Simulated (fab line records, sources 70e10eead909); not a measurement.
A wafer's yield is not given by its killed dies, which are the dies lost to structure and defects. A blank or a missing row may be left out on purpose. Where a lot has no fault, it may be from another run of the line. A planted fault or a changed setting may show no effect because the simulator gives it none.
What tool caused it?	flow nand_harc	14 lots with 40 wafers sampled at 4 steps, on a route of 1302 steps

WHAT THE GAUGES READ, wafer by wafer
The record lacks any reading of a measuring or inspecting step that a usual standard deviation could be used to judge.

WHICH TOOL RAN EACH LOT (tool, then ch and the chambers of the sampled wafers, then the start)
lot	NHARC_A_CHANNEL_HOLE_D2_ETCH_34	NHARC_A_CHANNEL_HOLE_D2_ETCH_19	NHARC_A_CHANNEL_FILL_D2_ETCHBACK_19	NHARC_A_CHANNEL_FILL_D2_STRIP_29
L439	rie_diel-12 ch 2,3, day 13 07:55 or earlier	har_etch-02 ch 0,1, day 13 07:55	rie_si-01 ch 0,2,3, day 14 15:44	rie_diel-04 ch 1,2,3, no start
L440	rie_diel-12 ch 1,2,3, day 13 17:34 or earlier	har_etch-01 ch 0,1, day 13 17:34	rie_si-02 ch 1,2,3, day 14 23:28	rie_diel-08 ch 0,1,2, no start
L443	rie_diel-02 ch 1,2, day 14 16:46 or earlier	har_etch-01 ch 0,1, day 14 16:46	rie_si-06 ch 1,2,3, day 15 22:49	rie_diel-04 ch 0,1, no start
L444	rie_diel-07 ch 0,2,3, day 15 16:50 or earlier	har_etch-02 ch 0,1, day 15 16:50	rie_si-06 ch 0,1,2, day 16 22:56	rie_diel-04 ch 1,2, no start
L445	rie_diel-02 ch 1,2, day 16 03:06 or earlier	har_etch-02 ch 0,1, day 16 03:06	rie_si-02 ch 1,3, day 17 09:11	rie_diel-04 ch 1,3, no start
L449	rie_diel-02 ch 0,2,3, day 16 20:04 or earlier	har_etch-01 ch 0,1, day 16 20:04	rie_si-01 ch 2,3, day 18 04:52	rie_diel-08 ch 1,2, no start
L447	rie_diel-02 ch 1,2,3, day 17 00:14 or earlier	har_etch-01 ch 0,1, day 17 00:14	rie_si-06 ch 1,2,3, day 18 04:52	rie_diel-03 ch 0,1,3, no start
L450	rie_diel-07 ch 1,2,3, day 17 22:19 or earlier	har_etch-02 ch 0, day 17 22:19	rie_si-01 ch 0,3, day 19 04:46	rie_diel-08 ch 0,3, no start
L451	rie_diel-12 ch 0,2, day 17 22:29 or earlier	har_etch-01 ch 0,1, day 17 22:29	rie_si-06 ch 1,3, day 19 04:47	rie_diel-03 ch 1,3, no start
L452	rie_diel-02 ch 0,1, day 18 20:14 or earlier	har_etch-02 ch 0, day 18 20:14	rie_si-06 ch 0,3, day 20 02:55	rie_diel-03 ch 1, no start
L458	rie_diel-12 ch 1,2, day 21 16:44 or earlier	har_etch-02 ch 1, day 21 16:44	rie_si-06 ch 0,1,3, day 22 23:18	rie_diel-03 ch 0,2,3, no start
L460	rie_diel-02 ch 1,2,3, day 21 20:54 or earlier	har_etch-02 ch 0,1, day 21 20:54	rie_si-01 ch 0,2,3, day 23 03:10	rie_diel-04 ch 2,3, no start
L461	rie_diel-07 ch 0,2,3, day 22 14:06 or earlier	har_etch-01 ch 0,1, day 22 14:06	rie_si-02 ch 0,2,3, day 23 19:59	rie_diel-08 ch 0,1,3, no start
L462	rie_diel-12 ch 0,1,3, day 23 03:58 or earlier	har_etch-01 ch 0,1, day 23 03:58	rie_si-01 ch 0,1,3, day 24 12:49	rie_diel-08 ch 1,3, no start
- NHARC_A_CHANNEL_HOLE_D2_ETCH_34: etches the open film in CF4/CHF3, target depth 154 nm, time 77 s.
- NHARC_A_CHANNEL_HOLE_D2_ETCH_19: etches the open film in C4F8/O2/Ar, time 34.5 s.
- NHARC_A_CHANNEL_FILL_D2_ETCHBACK_19: etches the open film in HBr/Cl2, target depth 5 nm, time 1.7 s.
- NHARC_A_CHANNEL_FILL_D2_STRIP_29: strips in O2, time 20 s.

WHAT THE TOOLS THEMSELVES READ (means of the sampled wafers that have a number; where no wafer has one, the mark that the record gives instead)
NHARC_A_CHANNEL_HOLE_D2_ETCH_34. Usual: drypump_motor_current_A 5.6 A, standard deviation 0.45; oes_product_au 0.955 a.u., standard deviation 0.02; rf_vpp_V 370.3 V, standard deviation 2.6; showerhead_plenum_p_Torr 1.57 Torr, standard deviation 0.07; throttle_valve_pct 16.804 %, standard deviation 0.0095.
lot	tool	drypump_motor_current_A (A)	oes_product_au (a.u.)	rf_vpp_V (V)	showerhead_plenum_p_Torr (Torr)	throttle_valve_pct (%)	flag
L439	rie_diel-12	4.9	0.958	370.8	1.58	16.798	
L440	rie_diel-12	5.2	0.958	371.7	1.59	16.800	
L443	rie_diel-02	5.7	0.941	367.6	1.50	16.803	
L444	rie_diel-07	5.6	0.960	368.0	1.52	16.804	
L445	rie_diel-02	5.8	0.971	367.4	1.49	16.808	
L449	rie_diel-02	5.7	0.919	369.8	1.53	16.794	
L447	rie_diel-02	5.7	0.947	368.4	1.50	16.799	
L450	rie_diel-07	6.0	0.911	369.1	1.57	16.810	
L451	rie_diel-12	5.0	0.974	373.8	1.65	16.799	
L452	rie_diel-02	5.7	0.966	371.6	1.59	16.797	
L458	rie_diel-12	5.5	0.957	371.3	1.59	16.802	
L460	rie_diel-02	5.7	0.966	368.7	1.50	16.806	
L461	rie_diel-07	5.6	0.958	368.5	1.51	16.797	
L462	rie_diel-12	5.5	0.914	371.5	1.60	16.800	

NHARC_A_CHANNEL_HOLE_D2_ETCH_19. Usual: bias_v 1200 V, standard deviation 12; drypump_motor_current_A 5.4 A, standard deviation 0.51; showerhead_plenum_p_Torr 3.70 Torr, standard deviation 0.051; throttle_valve_pct 37.038 %, standard deviation 0.01.
lot	tool	bias_v (V)	drypump_motor_current_A (A)	showerhead_plenum_p_Torr (Torr)	throttle_valve_pct (%)	flag
L439	har_etch-02	1204	5.4	3.78	37.034	
L440	har_etch-01	1194	5.7	3.69	37.052	
L443	har_etch-01	1196	5.6	3.69	37.033	
L444	har_etch-02	1198	5.4	3.76	37.038	
L445	har_etch-02	1198	5.4	3.76	37.040	
L449	har_etch-01	1198	5.6	3.67	37.042	
L447	har_etch-01	1191	5.1	3.69	37.039	
L450	har_etch-02	1198	5.5	3.75	37.037	
L451	har_etch-01	1197	5.4	3.67	37.040	
L452	har_etch-02	1198	5.5	3.74	37.031	
L458	har_etch-02	1179	5.2	3.72	37.032	
L460	har_etch-02	1185	5.3	3.72	37.034	
L461	har_etch-01	1206	5.2	3.64	37.037	
L462	har_etch-01	1201	5.2	3.64	37.043	

NHARC_A_CHANNEL_FILL_D2_ETCHBACK_19. Usual: drypump_motor_current_A 5.7 A, standard deviation 0.48; hbr_flow_sccm 150.0 sccm, standard deviation 0.45; oes_product_au 1.000 a.u., standard deviation 0.011; throttle_valve_pct 26.406 %, standard deviation 0.0099.
lot	tool	drypump_motor_current_A (A)	hbr_flow_sccm (sccm)	oes_product_au (a.u.)	throttle_valve_pct (%)	flag
L439	rie_si-01	6.0	149.9	1.000	26.415	
L440	rie_si-02	5.6	150.2	0.990	26.406	
L443	rie_si-06	5.8	149.8	0.993	26.405	
L444	rie_si-06	5.6	149.8	1.000	26.407	
L445	rie_si-02	5.7	149.8	0.996	26.414	
L449	rie_si-01	6.2	149.5	0.990	26.396	
L447	rie_si-06	5.7	149.7	0.993	26.415	
L450	rie_si-01	5.5	150.0	1.004	26.406	
L451	rie_si-06	5.5	150.5	0.863	26.392	OFF
L452	rie_si-06	5.8	150.6	0.850	26.413	OFF
L458	rie_si-06	5.5	150.0	1.006	26.400	
L460	rie_si-01	5.9	149.7	1.001	26.398	
L461	rie_si-02	5.5	149.8	1.000	26.412	
L462	rie_si-01	5.4	150.0	1.003	26.409	

NHARC_A_CHANNEL_FILL_D2_STRIP_29. Usual: drypump_motor_current_A 5.8 A, standard deviation 0.51; oes_product_au 1.001 a.u., standard deviation 0.01; rf_vpp_V 57.9 V, standard deviation 0.92; showerhead_plenum_p_Torr 3.57 Torr, standard deviation 0.14; throttle_valve_pct 17.036 %, standard deviation 0.0094.
lot	tool	drypump_motor_current_A (A)	oes_product_au (a.u.)	rf_vpp_V (V)	showerhead_plenum_p_Torr (Torr)	throttle_valve_pct (%)	flag
L439	rie_diel-04	6.2	0.999	57.8	3.62	17.042	
L440	rie_diel-08	5.6	1.003	57.5	3.56	17.041	
L443	rie_diel-04	5.9	0.996	58.2	3.62	17.040	
L444	rie_diel-04	6.1	1.001	57.0	3.69	17.042	
L445	rie_diel-04	6.3	0.998	58.1	3.56	17.035	
L449	rie_diel-08	5.6	0.996	58.9	3.66	17.034	
L447	rie_diel-03	5.5	0.988	57.9	3.54	17.031	
L450	rie_diel-08	6.4	1.003	57.1	3.40	17.026	
L451	rie_diel-03	5.5	0.996	57.5	3.46	17.025	
L452	rie_diel-03	5.3	1.004	57.5	3.28	17.035	
L458	rie_diel-03	5.5	1.000	58.1	3.67	17.046	
L460	rie_diel-04	6.0	0.991	58.5	3.63	17.033	
L461	rie_diel-08	6.2	1.005	57.2	3.47	17.036	
L462	rie_diel-08	6.4	1.004	58.0	3.50	17.029	

THE ANSWER, worked out from the rows above alone
Rule: a lot is off if the mean of its wafers that have a number lies more than 3 standard deviations from the usual mean. Also off: a lot with no number at a reading for which 4 or more lots have one. Where the step has rows for the other lots, those lots are counted as sound. Order of review: gauges by route order, followed by the tools' own readings, for which a lot's mean as printed above is used. The first step at which some lot is off is used, and at that step the reading that is off furthest; a lot without a number counts as furthest.
Off: L451, L452, at NHARC_A_CHANNEL_FILL_D2_ETCHBACK_19 (oes_product_au).
A tool fits if, at that step or a process step before it, it ran every lot that is off, and no sound lot after the first of them. With no start given for some of its lots, NHARC_A_CHANNEL_HOLE_D2_ETCH_34 uses the hours and lot order of NHARC_A_CHANNEL_HOLE_D2_ETCH_19. None of those tried fits.

WHAT HAD BEEN PUT IN BY THE SIMULATOR
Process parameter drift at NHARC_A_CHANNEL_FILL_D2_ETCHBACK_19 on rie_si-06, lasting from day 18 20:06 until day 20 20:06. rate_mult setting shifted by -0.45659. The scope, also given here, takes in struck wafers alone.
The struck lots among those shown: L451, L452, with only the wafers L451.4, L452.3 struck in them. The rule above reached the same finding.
